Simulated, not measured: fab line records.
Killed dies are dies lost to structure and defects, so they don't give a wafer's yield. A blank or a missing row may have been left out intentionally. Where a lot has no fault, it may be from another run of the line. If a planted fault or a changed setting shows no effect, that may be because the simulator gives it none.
fab line records -- flow n5_finfet -- part 1 of 2: steps 1 to 4 of 6
[record] lots = 23, wafers = 69, last_day = 17
route steps=1938 shown SDB@363 HKMG_FIN@407 GATE_CUT@469
lots that met no fault: from a run of the same line without faults
start_h: start of the lot's first displayed wafer, in hours after the record's first day -- wait_h: hours elapsed since this lot's preceding step -- " as in the row above -- L1.1+2: a row that stands for several wafers -- - either no value or no given start -- * or withheld: withheld -- < > ~ a bound
route shown NAME@n: a module of which the file shows steps, and the number in the route of the first -- usual: mean and standard deviation over wafers with no fault -- same: alike in all rows -- chamber/n: place in a boat -- sites: each site's reading -- _std_site: the values' standard deviation -- _edge_site: the outer-site mean with the inner-site mean subtracted -- radius_mm: for every site, how far away it sits from the centre of the wafer -- mask NAME#n: copy n -- behind: tool/chamber where the wafer was last shaped -- hold: the reason the lot was held/the length of the hold in hours/how it ended -- device: transistor that didn't switch, given as n, p or np -- end of line: the same wafers' tests at the end of the route -- where a step has no rows: the recipe by itself -- killed: at the first sort, the dies lost to defects and structure; wafer yield is something else -- map: per-die view of a wafer (x killed, . not killed, _ where there is no die)
set.NAME: the setting that was run; set.NAME@STEP: the one run at that earlier step -- model.NAME: the simulator's own value behind a step, which no gauge read
steps of the route over a sample of lots; a table a step, a row a wafer
services: from which hour (start_h, from the record's first day; less than 0 if before it) a tool's chamber was out of use, for how many hours, and why
[[steps]]
[step N5_SDB_STRIP_21]
[recipe] chemistry = CF4, resist = SiARC, power_w = 300, bias_power_w = 75, pressure_mtorr = 50, cf4_flow_sccm = 150, rf_frequency_hz = 6e+07
[usual] drypump_motor_current_A = 5.7/0.47, oes_product_au = 0.82/0.086, rf_vpp_V = 271.6/1.4, showerhead_plenum_p_Torr = 1.82/0.051, throttle_valve_pct = 13.45/0.29
lot.wafer,tool,chamber,start_h,wait_h,drypump_motor_current_A,oes_product_au,rf_hours_counter_h,rf_vpp_V,showerhead_plenum_p_Torr,throttle_valve_pct
L074.1,rie_diel-02,3,65.38,0.0,4.9,0.86,42,271.0,1.82,13.13
L074.2,rie_diel-02,1,65.38,0.0,5.7,0.69,213,271.5,1.84,13.61
L074.6,rie_diel-02,0,65.38,0.0,6.4,0.68,-,270.5,1.79,14.19
L075.2,rie_diel-02,2,75.53,0.0,5.6,0.70,207,272.5,1.76,13.60
L075.3,rie_diel-02,0,75.53,0.0,6.4,0.69,249,271.2,1.79,14.19
L075.6,rie_diel-02,1,75.53,0.0,5.7,0.69,-,273.3,1.84,13.61
L076.1,rie_diel-03,3,78.89,0.0,5.6,0.90,13,273.7,1.82,13.18
L076.3,rie_diel-03,1,78.89,0.0,5.6,0.68,242,268.9,1.71,13.95
L076.4,rie_diel-03,3,78.89,0.0,5.6,0.90,-,273.0,1.82,13.15
L077.2,rie_diel-06,0,85.14,0.0,6.1,0.91,17,274.3,1.89,12.95
L077.3,rie_diel-06,3,85.14,0.0,5.8,0.83,60,272.7,1.89,13.32
L077.6,rie_diel-06,1,85.14,0.0,6.1,0.80,-,270.2,1.74,13.48
L078.1,rie_diel-03,0,89.97,0.0,6.1,0.86,62,270.3,1.80,13.68
L078.2,rie_diel-03,1,89.97,0.0,5.6,0.68,247,269.2,1.71,13.95
L078.5,rie_diel-03,3,89.97,0.0,5.6,0.89,-,271.1,1.82,13.19
L079.1,rie_diel-03,2,98.55,0.0,5.5,0.94,8,273.6,1.90,13.53
L079.5,rie_diel-03,2,98.55,0.0,5.5,0.94,-,274.1,1.90,13.55
L079.6,rie_diel-03,3,98.55,0.0,5.6,0.88,-,271.2,1.82,13.20
L080.1,rie_diel-03,3,102.82,0.0,5.7,0.87,25,272.1,1.82,13.20
L080.2,rie_diel-03,2,102.82,0.0,5.5,0.94,9,274.9,1.90,13.56
L080.6,rie_diel-03,3,102.82,0.0,5.6,0.88,-,271.8,1.82,13.18
L082.1,rie_diel-06,2,114.17,0.0,5.1,0.90,9,272.1,1.81,12.98
L082.3,rie_diel-06,0,114.17,0.0,6.1,0.88,29,273.1,1.89,13.00
L082.4,rie_diel-06,1,114.17,0.0,6.1,0.80,-,270.7,1.74,13.48
L083.4,rie_diel-06,1,118.98,0.0,6.1,0.79,-,270.8,1.74,13.50
L083.5,rie_diel-06,2,118.98,0.0,5.1,0.89,-,270.1,1.81,13.00
L083.6,rie_diel-06,0,118.98,0.0,6.2,0.88,-,274.1,1.88,13.00
L084.2,rie_diel-02,2,126.36,0.0,5.6,0.68,229,269.1,1.76,13.64
L084.4,rie_diel-02,3,126.36,0.0,4.9,0.83,66,269.8,1.82,13.18
L084.5,rie_diel-02,3,126.36,0.0,4.9,0.83,-,271.7,1.82,13.18
L085.1,rie_diel-06,1,133.56,0.0,6.1,0.79,89,269.9,1.74,13.50
L085.3,rie_diel-06,0,133.56,0.0,6.1,0.87,37,273.5,1.88,13.01
L085.6,rie_diel-06,1,133.56,0.0,6.1,0.79,-,270.2,1.74,13.51
L086.2,rie_diel-03,0,140.44,0.0,6.1,0.83,85,271.0,1.80,13.74
L086.4,rie_diel-03,2,140.44,0.0,5.5,0.90,24,273.9,1.90,13.60
L086.6,rie_diel-03,3,140.44,0.0,5.6,0.85,-,272.4,1.81,13.23
L087.1,rie_diel-03,0,145.39,0.0,6.0,0.82,86,271.6,1.80,13.72
L087.3,rie_diel-03,3,145.39,0.0,5.6,0.85,42,272.0,1.81,13.23
L087.6,rie_diel-03,3,145.39,0.0,5.6,0.85,-,271.0,1.81,13.24
L088.1,rie_diel-02,1,152.46,0.0,5.7,0.67,247,272.5,1.83,13.69
L088.5,rie_diel-02,0,152.46,0.0,6.4,0.93,-,271.0,1.78,13.68
L088.6,rie_diel-02,1,152.46,0.0,5.7,0.68,-,271.0,1.83,13.68
L089.3,rie_diel-03,3,154.81,0.0,5.6,0.85,46,273.3,1.81,13.24
L089.4,rie_diel-03,0,154.81,0.0,6.1,0.83,89,271.6,1.80,13.74
L089.5,rie_diel-03,1,154.81,0.0,5.7,0.91,-,272.9,1.91,13.39
L090.2,rie_diel-02,3,164.06,0.0,5.0,0.82,79,270.7,1.81,13.21
L090.5,rie_diel-02,1,164.06,0.0,5.7,0.68,-,270.8,1.83,13.67
L090.6,rie_diel-02,2,164.06,0.0,5.6,0.67,-,271.8,1.75,13.69
L091.1,rie_diel-02,3,169.19,0.0,4.9,0.81,80,271.6,1.81,13.21
L091.2,rie_diel-02,1,169.19,0.0,5.7,0.68,254,272.4,1.83,13.70
L091.4,rie_diel-02,0,169.19,0.0,6.4,0.91,21,271.4,1.78,13.65
L092.2,rie_diel-02,2,173.80,0.0,5.6,0.67,245,269.1,1.75,13.68
L092.3,rie_diel-02,3,173.80,0.0,4.9,0.80,82,271.9,1.81,13.23
L092.4,rie_diel-02,1,173.80,0.0,5.7,0.67,255,271.2,1.83,13.70
L093.3,rie_diel-02,0,177.82,0.0,6.4,0.91,23,271.3,1.78,13.68
L093.4,rie_diel-02,3,177.82,0.0,4.9,0.80,-,270.9,1.81,13.21
L093.5,rie_diel-02,1,177.82,0.0,5.7,0.67,-,272.4,1.83,13.70
L094.2,rie_diel-06,3,185.28,0.0,5.8,0.82,74,272.5,1.88,13.32
L094.3,rie_diel-06,1,185.28,0.0,6.1,0.77,107,270.0,1.74,13.56
L094.5,rie_diel-06,1,185.28,0.0,6.1,0.77,-,269.5,1.74,13.56
L095.4,rie_diel-06,2,193.79,0.0,5.1,0.85,39,273.0,1.81,13.07
L095.5,rie_diel-06,3,193.79,0.0,5.8,0.81,-,272.5,1.88,13.36
L095.6,rie_diel-06,0,193.79,0.0,6.1,0.82,-,274.1,1.88,13.07
L096.2,rie_diel-06,3,198.37,0.0,5.8,0.82,79,273.8,1.88,13.36
L096.3,rie_diel-06,2,198.37,0.0,5.1,0.84,40,272.4,1.80,13.06
L096.6,rie_diel-06,3,198.37,0.0,5.8,0.82,-,273.7,1.88,13.37
L097.1,rie_diel-02,3,206.28,0.0,4.9,0.80,97,271.1,1.81,13.25
L097.3,rie_diel-02,2,206.28,0.0,5.6,0.67,255,271.1,1.75,13.71
L097.4,rie_diel-02,0,206.28,0.0,6.4,0.89,-,270.8,1.77,13.70
[step N5_SDB_STRIP_22]
[recipe] chemistry = N2/H2, power_w = 1000, temp_c = 250, h2_frac = 0.65, overash_fraction = 0.3, pressure_mtorr = withheld, n2_flow_sccm = 1750, h2_flow_sccm = 3250
[usual] drypump_motor_current_A = 5.55/0.3, heater_power_w = 344/33, oes_product_au = 0.715/0.0046, strip_time_to_endpoint_s = 96.1/0.44
lot.wafer,tool,chamber,start_h,wait_h,drypump_motor_current_A,heater_power_w,oes_product_au,rf_hours_counter_h,strip_time_to_endpoint_s
L074.1,plasma_asher-02,1,65.48,0.1,5.76,347,0.714,37,96.3
L074.2,plasma_asher-02,0,65.48,0.1,6.00,283,0.725,37,96.3
L074.6,plasma_asher-02,0,65.48,0.1,6.02,281,0.717,-,96.8
L075.2,plasma_asher-02,1,75.63,0.1,5.79,350,0.714,39,96.9
L075.3,plasma_asher-02,0,75.63,0.1,6.01,284,0.712,-,97.0
L075.6,plasma_asher-02,1,75.63,0.1,5.77,340,0.709,-,96.4
L076.1,plasma_asher-01,0,78.99,0.1,5.26,373,0.715,80,96.1
L076.3,plasma_asher-01,0,78.99,0.1,5.27,376,0.713,-,96.2
L076.4,plasma_asher-01,1,78.99,0.1,5.35,358,0.712,-,95.6
L077.2,plasma_asher-01,0,85.30,0.1,5.27,387,0.711,80,96.2
L077.3,plasma_asher-01,1,85.30,0.1,5.36,359,0.708,-,95.1
L077.6,plasma_asher-01,0,85.30,0.1,5.27,375,0.711,-,96.3
L078.1,plasma_asher-01,0,90.07,0.1,5.27,378,0.710,82,97.0
L078.2,plasma_asher-01,1,90.07,0.1,5.33,362,0.719,82,97.0
L078.5,plasma_asher-01,0,90.07,0.1,5.27,363,0.717,-,96.2
L079.1,plasma_asher-01,1,98.65,0.1,5.39,348,0.720,83,96.2
L079.5,plasma_asher-01,1,98.65,0.1,5.36,349,0.716,-,96.2
L079.6,plasma_asher-01,0,98.65,0.1,5.27,375,0.715,-,96.0
L080.1,plasma_asher-01,0,102.92,0.1,5.27,379,0.717,84,96.3
L080.2,plasma_asher-01,1,102.92,0.1,5.34,362,0.716,84,96.6
L080.6,plasma_asher-01,0,102.92,0.1,5.28,380,0.711,-,96.4
L082.1,plasma_asher-02,1,114.27,0.1,5.77,349,0.717,47,95.7
L082.3,plasma_asher-02,1,114.27,0.1,5.77,336,0.719,-,95.9
L082.4,plasma_asher-02,0,114.27,0.1,6.03,295,0.723,-,96.2
L083.4,plasma_asher-01,0,119.11,0.1,5.28,377,0.708,-,96.6
L083.5,plasma_asher-01,1,119.11,0.1,5.34,355,0.716,-,96.3
L083.6,plasma_asher-01,0,119.11,0.1,5.27,376,0.712,-,96.4
L084.2,plasma_asher-01,0,126.46,0.1,5.28,370,0.719,89,96.3
L084.4,plasma_asher-01,1,126.46,0.1,5.34,355,0.718,-,95.7
L084.5,plasma_asher-01,1,126.46,0.1,5.34,355,0.713,-,96.2
L085.1,plasma_asher-01,1,133.66,0.1,5.36,348,0.710,91,96.8
L085.3,plasma_asher-01,1,133.66,0.1,5.34,347,0.713,-,96.7
L085.6,plasma_asher-01,0,133.66,0.1,5.26,366,0.718,-,96.6
L086.2,plasma_asher-01,1,140.54,0.1,5.39,353,0.709,92,96.8
L086.4,plasma_asher-01,1,140.54,0.1,5.34,362,0.719,-,96.3
L086.6,plasma_asher-01,1,140.54,0.1,5.36,354,0.714,-,95.9
L087.1,plasma_asher-02,0,145.49,0.1,5.97,291,0.709,52,96.4
L087.3,plasma_asher-02,1,145.49,0.1,5.76,350,0.707,-,95.8
L087.6,plasma_asher-02,0,145.49,0.1,5.99,286,0.713,-,95.8
L088.1,plasma_asher-02,0,152.56,0.1,6.01,284,0.708,53,96.5
L088.5,plasma_asher-02,0,152.56,0.1,6.04,284,0.711,-,96.1
L088.6,plasma_asher-02,1,152.56,0.1,5.77,353,0.712,-,96.4
L089.3,plasma_asher-02,0,154.95,0.1,6.02,283,0.713,-,96.0
L089.4,plasma_asher-02,1,154.95,0.1,5.77,339,0.717,-,96.4
L089.5,plasma_asher-02,0,154.95,0.1,6.02,283,0.715,-,96.1
L090.2,plasma_asher-02,0,164.16,0.1,6.02,289,0.709,55,95.9
L090.5,plasma_asher-02,1,164.16,0.1,5.78,344,0.720,-,96.0
L090.6,plasma_asher-02,0,164.16,0.1,6.03,287,0.726,-,96.0
L091.1,plasma_asher-02,1,169.29,0.1,5.77,351,0.710,56,95.6
L091.2,plasma_asher-02,0,169.29,0.1,5.99,285,0.716,56,95.9
L091.4,plasma_asher-02,0,169.29,0.1,5.99,280,0.717,-,95.5
L092.2,plasma_asher-02,1,173.90,0.1,5.78,345,0.715,57,96.1
L092.3,plasma_asher-02,1,173.90,0.1,5.78,339,0.714,-,96.2
L092.4,plasma_asher-02,0,173.90,0.1,6.01,284,0.715,-,96.5
L093.3,plasma_asher-01,1,177.96,0.1,5.36,349,0.707,-,95.7
L093.4,plasma_asher-01,0,177.96,0.1,5.27,377,0.717,-,95.8
L093.5,plasma_asher-01,1,177.96,0.1,5.38,351,0.710,-,96.2
L094.2,plasma_asher-01,1,185.38,0.1,5.37,353,0.720,101,95.1
L094.3,plasma_asher-01,1,185.38,0.1,5.37,346,0.705,-,96.0
L094.5,plasma_asher-01,1,185.38,0.1,5.37,338,0.713,-,96.0
L095.4,plasma_asher-02,1,193.93,0.1,5.77,342,0.713,-,95.5
L095.5,plasma_asher-02,1,193.93,0.1,5.77,353,0.709,-,94.7
L095.6,plasma_asher-02,0,193.93,0.1,6.01,278,0.721,-,95.8
L096.2,plasma_asher-01,1,198.48,0.1,5.34,354,0.711,104,95.6
L096.3,plasma_asher-01,1,198.48,0.1,5.35,361,0.715,-,96.0
L096.6,plasma_asher-01,0,198.48,0.1,5.26,377,0.713,-,95.6
L097.1,plasma_asher-01,0,206.38,0.1,5.26,373,0.719,106,96.3
L097.3,plasma_asher-01,1,206.38,0.1,5.36,352,0.717,-,96.4
L097.4,plasma_asher-01,0,206.38,0.1,5.27,377,0.707,-,95.7
[step N5_HKMG_FIN_STRIP_93]
[recipe] chemistry = N2/H2, material = SOC, time_s = 20, power_w = 500, temp_c = 40, pressure_mtorr = 50, rf_frequency_hz = 6e+07, bias_power_w = 8, h2_frac = 0.5, n2_flow_sccm = 300, h2_flow_sccm = 300
[usual] drypump_motor_current_A = 5.8/0.4, oes_product_au = 0.85/0.075, rf_vpp_V = 54.5/0.9, showerhead_plenum_p_Torr = 3.44/0.12, throttle_valve_pct = 19.1/0.43
[same] time_s = 20
lot.wafer,tool,chamber,start_h,wait_h,drypump_motor_current_A,oes_product_au,rf_hours_counter_h,rf_vpp_V,showerhead_plenum_p_Torr,throttle_valve_pct
L074.1,rie_diel-06,0,72.46,0.2,6.1,0.91,12,54.2,3.59,18.6
L074.2,rie_diel-06,1,72.46,0.2,6.1,0.83,68,54.9,3.25,18.7
L074.6,rie_diel-06,1,72.46,0.2,6.1,0.83,-,55.0,3.25,18.7
L075.2,rie_diel-06,1,81.96,0.4,6.1,0.84,71,53.4,3.24,18.7
L075.3,rie_diel-06,0,81.96,0.4,6.2,0.91,-,53.9,3.59,18.7
L075.6,rie_diel-06,1,81.96,0.4,6.1,0.83,-,53.2,3.24,18.7
L076.1,rie_diel-06,0,84.88,0.2,6.2,0.90,16,54.2,3.59,18.7
L076.3,rie_diel-06,3,84.88,0.2,5.8,0.90,59,56.4,3.54,18.7
L076.4,rie_diel-06,0,84.88,0.2,6.2,0.91,-,55.3,3.58,18.6
L077.2,rie_diel-03,2,92.15,0.2,5.5,1.00,4,55.4,3.60,19.7
L077.3,rie_diel-03,1,92.15,0.2,5.7,0.68,248,53.5,3.16,18.8
L077.6,rie_diel-03,1,92.15,0.2,5.6,0.68,-,53.4,3.16,18.8
L078.1,rie_diel-03,2,97.58,0.2,5.5,0.98,7,54.8,3.59,19.7
L078.2,rie_diel-03,0,97.58,0.2,6.1,0.84,66,54.3,3.40,19.7
L078.5,rie_diel-03,0,97.58,0.2,6.2,0.85,-,57.0,3.40,19.7
L079.1,rie_diel-02,2,104.43,0.2,5.6,0.70,221,53.3,3.30,19.3
L079.5,rie_diel-02,2,104.43,0.2,5.6,0.69,-,54.1,3.30,19.3
L079.6,rie_diel-02,1,104.43,0.2,5.7,0.69,-,54.9,3.44,19.0
L080.1,rie_diel-03,2,109.05,0.2,5.5,0.96,12,54.8,3.59,19.7
L080.2,rie_diel-03,0,109.05,0.2,6.2,0.84,72,55.4,3.40,19.7
L080.6,rie_diel-03,2,109.05,0.2,5.5,0.97,-,54.5,3.59,19.7
L082.1,rie_diel-02,0,120.28,0.2,6.5,0.99,5,54.8,3.31,19.4
L082.3,rie_diel-02,3,120.28,0.2,4.9,0.85,65,53.9,3.41,18.8
L082.4,rie_diel-02,1,120.28,0.2,5.7,0.68,238,54.5,3.44,19.0
L083.4,rie_diel-03,1,125.00,0.2,5.7,1.00,1,53.5,3.56,18.4
L083.5,rie_diel-03,0,125.00,0.2,6.1,0.83,-,54.8,3.39,19.8
L083.6,rie_diel-03,3,125.00,0.2,5.6,0.86,-,51.9,3.43,19.1
L084.2,rie_diel-06,0,132.81,0.2,6.1,0.86,37,54.2,3.57,18.7
L084.4,rie_diel-06,0,132.81,0.2,6.2,0.86,-,55.6,3.57,18.7
L084.5,rie_diel-06,2,132.81,0.2,5.1,0.91,-,54.6,3.44,19.0
L085.1,rie_diel-06,2,139.88,0.2,5.1,0.90,21,55.2,3.43,19.0
L085.3,rie_diel-06,0,139.88,0.2,6.1,0.85,40,55.1,3.57,18.7
L085.6,rie_diel-06,1,139.88,0.2,6.1,0.81,-,54.1,3.23,18.7
L086.2,rie_diel-03,1,146.79,0.2,5.6,0.97,8,54.0,3.56,18.4
L086.4,rie_diel-03,0,146.79,0.2,6.2,0.83,86,53.2,3.39,19.7
L086.6,rie_diel-03,3,146.79,0.2,5.7,0.86,-,55.8,3.42,19.1
L087.1,rie_diel-06,0,153.02,0.2,6.1,0.85,44,55.0,3.57,18.7
L087.3,rie_diel-06,2,153.02,0.2,5.1,0.89,25,54.1,3.43,19.0
L087.6,rie_diel-06,0,153.02,0.2,6.2,0.85,-,54.6,3.57,18.7
L088.1,rie_diel-03,2,159.25,0.2,5.5,0.90,31,55.2,3.58,19.7
L088.5,rie_diel-03,2,159.25,0.2,5.5,0.92,-,53.8,3.58,19.7
L088.6,rie_diel-03,1,159.25,0.2,5.6,0.94,-,54.9,3.55,18.4
L089.3,rie_diel-02,2,162.39,0.2,5.6,0.68,241,53.0,3.29,19.3
L089.4,rie_diel-02,3,162.39,0.2,4.9,0.83,79,55.4,3.41,18.8
L089.5,rie_diel-02,3,162.39,0.2,4.9,0.83,-,55.3,3.41,18.8
L090.2,rie_diel-03,0,169.92,0.2,6.1,0.82,95,53.9,3.38,19.8
L090.5,rie_diel-03,3,169.92,0.2,5.6,0.83,-,54.8,3.42,19.1
L090.6,rie_diel-03,0,169.92,0.2,6.2,0.82,-,53.5,3.38,19.8
L091.1,rie_diel-03,3,175.19,0.2,5.6,0.84,54,53.5,3.42,19.1
L091.2,rie_diel-03,0,175.19,0.2,6.1,0.82,96,54.4,3.38,19.7
L091.4,rie_diel-03,2,175.19,0.2,5.5,0.92,36,53.6,3.58,19.7
L092.2,rie_diel-06,2,179.67,0.2,5.1,0.88,34,54.2,3.43,19.0
L092.3,rie_diel-06,3,179.67,0.2,5.8,0.87,72,54.6,3.53,18.7
L092.4,rie_diel-06,0,179.67,0.2,6.2,0.84,54,53.5,3.56,18.7
L093.3,rie_diel-02,0,184.48,0.2,6.4,0.93,-,54.0,3.30,19.5
L093.4,rie_diel-02,3,184.48,0.2,4.9,0.82,-,54.1,3.40,18.8
L093.5,rie_diel-02,3,184.48,0.2,5.0,0.81,-,54.7,3.40,18.8
L094.2,rie_diel-06,3,191.62,0.2,5.8,0.86,77,54.6,3.53,18.7
L094.3,rie_diel-06,1,191.62,0.2,6.1,0.79,109,54.4,3.22,18.8
L094.5,rie_diel-06,0,191.62,0.2,6.2,0.84,-,54.5,3.56,18.7
L095.4,rie_diel-06,2,199.85,0.2,5.1,0.87,41,53.5,3.42,19.0
L095.5,rie_diel-06,0,199.85,0.2,6.2,0.83,-,54.3,3.56,18.7
L095.6,rie_diel-06,3,199.85,0.2,5.8,0.86,-,53.6,3.53,18.7
L096.2,rie_diel-02,3,205.70,1.2,4.9,0.80,97,54.8,3.40,18.8
L096.3,rie_diel-02,0,205.70,1.2,6.4,0.92,37,55.4,3.29,19.5
L096.6,rie_diel-02,2,205.70,1.2,5.6,0.68,-,53.4,3.29,19.4
L097.1,rie_diel-03,3,212.45,0.2,5.7,0.82,65,53.9,3.41,19.1
L097.3,rie_diel-03,1,212.45,0.2,5.7,0.92,25,54.6,3.55,18.4
L097.4,rie_diel-03,2,212.45,0.2,5.5,0.89,48,55.6,3.57,19.7
[step N5_HKMG_FIN_CMP_23]
[recipe] stop_on = SiNx, t_overpolish_s = 10, post_cmp_clean = rinse_only, down_force_psi = 4, platen_rpm = 50.289, pad_velocity_m_s = 1.0006, target_thk_nm = 46.326
[usual] motor_current_A = 13.1/1.7, overpolish_run_s = 9.998/0.0089, pad_life_wafers = 1079/510, time_to_endpoint_s = 12.0/2.1
lot.wafer,tool,chamber,start_h,wait_h,motor_current_A,overpolish_run_s,pad_life_wafers,time_to_endpoint_s
L074.2,cmp-03,3,78.86,0.1,11.4,9.981,1747,13.1
L074.1,cmp-03,1,78.86,0.1,15.7,9.999,1749,7.2
L074.6,cmp-03,3,78.86,0.1,11.5,9.992,-,11.4
L075.3,cmp-03,3,89.36,0.1,11.3,9.998,1843,13.8
L075.2,cmp-03,1,89.36,0.1,16.4,9.986,1845,13.3
L075.6,cmp-03,3,89.36,0.1,10.8,9.986,-,14.5
L076.1,cmp-01,2,92.11,0.0,13.3,9.999,816,9.4
L076.3,cmp-01,3,92.11,0.0,12.7,10.011,817,12.1
L076.4,cmp-01,1,92.11,0.0,14.9,9.994,819,12.0
L077.3,cmp-03,3,99.46,0.1,11.4,9.985,1909,10.3
L077.2,cmp-03,1,99.46,0.1,15.9,9.999,1911,9.1
L077.6,cmp-03,2,99.46,0.1,11.2,9.980,-,11.3
L078.2,cmp-01,0,104.40,0.0,15.6,9.997,912,14.0
L078.1,cmp-01,3,104.40,0.0,13.6,9.988,915,13.4
L078.5,cmp-01,1,104.40,0.0,14.6,10.003,-,9.0
L079.1,cmp-02,0,110.92,0.3,10.9,9.991,1323,14.9
L079.5,cmp-02,1,110.92,0.3,14.1,10.000,-,12.0
L079.6,cmp-02,2,110.92,0.3,13.2,9.993,-,13.3
L080.1,cmp-01,1,115.52,0.0,13.6,10.012,1020,9.6
L080.2,cmp-01,3,115.52,0.0,13.5,10.000,1022,10.0
L080.6,cmp-01,1,115.52,0.0,14.7,9.996,-,10.8
L082.4,cmp-01,3,126.48,0.0,13.4,9.999,1110,10.2
L082.3,cmp-01,1,126.48,0.0,14.7,9.996,1112,14.1
L082.1,cmp-01,2,126.48,0.0,13.4,10.005,1113,10.9
L083.4,cmp-02,3,131.41,0.0,10.9,9.999,1488,13.3
L083.5,cmp-02,3,131.41,0.0,11.3,10.013,-,13.3
L083.6,cmp-02,0,131.41,0.0,11.1,9.991,-,15.5
L084.4,cmp-01,2,139.37,0.0,12.7,10.005,1236,11.9
L084.2,cmp-01,0,139.37,0.0,15.0,10.000,1238,11.8
L084.5,cmp-01,2,139.37,0.0,12.4,9.983,-,11.0
L085.1,cmp-01,0,146.23,0.0,14.5,9.999,1284,11.4
L085.3,cmp-01,3,146.23,0.0,13.3,9.994,1287,14.6
L085.6,cmp-01,0,146.23,0.0,15.4,10.003,-,10.9
L086.4,cmp-03,2,153.48,0.1,11.1,9.995,229,11.9
L086.2,cmp-03,0,153.48,0.1,12.6,10.008,231,10.2
L086.6,cmp-03,2,153.48,0.1,11.4,9.992,-,10.5
L087.1,cmp-02,2,159.44,0.0,12.8,10.003,1698,13.6
L087.3,cmp-02,1,159.44,0.0,13.1,10.003,1701,13.8
L087.6,cmp-02,2,159.44,0.0,12.9,9.987,-,12.6
L088.1,cmp-01,0,165.69,0.3,15.3,10.002,1437,11.1
L088.6,cmp-01,1,165.69,0.3,14.1,9.999,-,13.1
L088.5,cmp-01,2,165.69,0.3,12.9,10.017,-,10.6
L089.4,cmp-03,2,168.86,0.0,10.7,10.004,324,12.3
L089.3,cmp-03,1,168.86,0.0,16.0,9.996,327,9.1
L089.5,cmp-03,3,168.86,0.0,11.9,9.995,-,13.8
L090.2,cmp-03,2,176.96,0.4,10.9,10.009,380,10.7
L090.5,cmp-03,0,176.96,0.4,12.4,10.001,-,9.8
L090.6,cmp-03,1,176.96,0.4,16.3,9.997,-,8.0
L091.4,cmp-01,3,181.81,0.0,13.6,9.995,1554,13.3
L091.1,cmp-01,0,181.81,0.0,14.8,9.989,1555,12.8
L091.2,cmp-01,2,181.81,0.0,13.5,10.000,1557,11.3
L092.3,cmp-01,3,186.09,0.0,13.2,10.005,1590,12.2
L092.2,cmp-01,0,186.09,0.0,14.9,9.994,1591,8.7
L092.4,cmp-01,2,186.09,0.0,12.9,10.011,1593,9.4
L093.3,cmp-03,3,191.51,0.0,11.7,9.995,474,13.6
L093.4,cmp-03,2,191.51,0.0,10.8,10.009,477,13.9
L093.5,cmp-03,0,191.51,0.0,11.6,9.988,-,12.7
L094.3,cmp-03,0,198.06,0.1,12.9,9.997,523,12.4
L094.2,cmp-03,1,198.06,0.1,15.5,10.006,524,12.6
L094.5,cmp-03,0,198.06,0.1,12.2,9.997,-,15.2
L095.4,cmp-03,3,206.52,0.0,11.2,9.992,594,12.9
L095.6,cmp-03,3,206.52,0.0,11.3,9.983,-,13.3
L095.5,cmp-03,0,206.52,0.0,11.8,9.998,-,13.8
L096.2,cmp-03,1,212.50,0.2,16.8,10.000,632,8.9
L096.3,cmp-03,2,212.50,0.2,11.0,9.989,633,14.3
L096.6,cmp-03,3,212.50,0.2,11.5,10.005,-,16.5
L097.1,cmp-03,0,219.11,0.0,11.6,10.000,684,10.1
L097.4,cmp-03,2,219.11,0.0,11.1,10.006,686,12.2
L097.3,cmp-03,3,219.11,0.0,12.0,10.008,687,14.1
